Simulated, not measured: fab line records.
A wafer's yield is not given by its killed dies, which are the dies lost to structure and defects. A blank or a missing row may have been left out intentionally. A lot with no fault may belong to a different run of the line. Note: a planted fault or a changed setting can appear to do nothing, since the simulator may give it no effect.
Chamber matching    flow nand-harc    4 sister chambers for NHARC_A_SLIT_ETCH_24 on rie-diel-07
The step etches the open film in CF4/CHF3, target depth 121 nm, time 60.5 s. 8 wafers are shown with their chamber, then 7 later ones without.

== WAFERS, EACH WITH ITS CHAMBER ==
wafer   chamber  showerhead-plenum-p-Torr (Torr)  rf-vpp-V (V)
L078.1  2        1.46                             368.1
L086.3  2        1.46                             367.8
L086.5  1        1.51                             368.5
L092.2  1        1.50                             368.7
L092.5  0        1.57                             370.7
L092.6  3        1.61                             371.9
L095.2  0        1.57                             370.1
L095.3  3        1.61                             372.8

== WAFERS WITH NO CHAMBER GIVEN ==
wafer   showerhead-plenum-p-Torr (Torr)  rf-vpp-V (V)
L095.6  1.46                             368.4
L096.2  1.46                             366.4
L096.3  1.50                             369.2
L096.5  1.50                             369.2
L097.3  1.46                             366.3
L097.5  1.61                             370.8
L097.6  1.46                             366.0

== WHICH CHAMBER EACH WENT THROUGH ==
wafer   from the rows above  in truth
L095.6  2                    2
L096.2  2                    2
L096.3  1                    1
L096.5  1                    1
L097.3  2                    2
L097.5  3                    3
L097.6  2                    2
Correctly placed: 7 of 7. Not placeable from these rows: 0. 0 placed wrongly.
How it was worked out, from the rows above alone: a wafer's distance from a chamber is the root of the sum, over the readings, of the square of ((its reading less the chamber's mean) divided by the reading's scatter). The wafer belongs to the nearest chamber; if the next one is less than 2 further off, it can't be placed. Each chamber's mean is taken over the wafers shown for it. The scatter: the root of (the sum of the squares of (reading less its chamber's mean) over the shown wafers, divided by (wafers less chambers)).
